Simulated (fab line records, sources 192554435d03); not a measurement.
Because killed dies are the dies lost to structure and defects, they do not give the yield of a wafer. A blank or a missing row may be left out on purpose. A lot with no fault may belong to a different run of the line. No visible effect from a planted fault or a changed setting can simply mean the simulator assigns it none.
Chamber matching | flow n5Finfet | N5_BEOL_M11_STRIP_19 on rieDiel-03: 4 sister chambers
The step strips in O2. 7 wafers are shown with their chamber, then 7 later ones without.

## WAFERS, EACH WITH ITS CHAMBER
wafer  | chamber | showerheadPlenumPTorr (Torr) | drypumpMotorCurrentA (A)
L080.4 | 2       | 2.06                         | 5.3
L080.6 | 2       | 2.06                         | 5.3
L084.1 | 0       | 2.06                         | 5.1
L090.3 | 3       | 2.13                         | 6.4
L090.6 | 1       | 2.23                         | 5.4
L089.1 | 1       | 2.22                         | 5.4
L089.5 | 3       | 2.13                         | 6.3

## WAFERS WITHOUT THEIR CHAMBER
wafer  | showerheadPlenumPTorr (Torr) | drypumpMotorCurrentA (A)
L089.6 | 2.06                         | 5.1
L096.3 | 2.05                         | 5.1
L096.5 | 2.22                         | 5.4
L096.6 | 2.12                         | 6.5
L095.2 | 2.12                         | 6.4
L095.5 | 2.22                         | 5.4
L095.6 | 2.12                         | 6.4

## THE CHAMBER EACH PASSED THROUGH
wafer  | from the rows above | in truth
L089.6 | 0                   | 0
L096.3 | 0                   | 0
L096.5 | 1                   | 1
L096.6 | 3                   | 3
L095.2 | 3                   | 3
L095.5 | 1                   | 1
L095.6 | 3                   | 3
7 of 7 placed correctly. Can't be placed from these rows: 0. Number placed wrongly: 0.
How it was worked out, from the rows above alone: a wafer's distance from a chamber is the root of the sum, over the readings, of the square of ((its reading less the chamber's mean) divided by the reading's scatter). If the next closest chamber is less than 2 further off than the closest, the wafer can't be placed; otherwise it belongs to the closest. Each chamber's mean is taken over the wafers shown for it. The scatter: take each reading less its chamber's mean, square it, sum over the shown wafers, divide by the number of wafers less the number of chambers, and take the root.
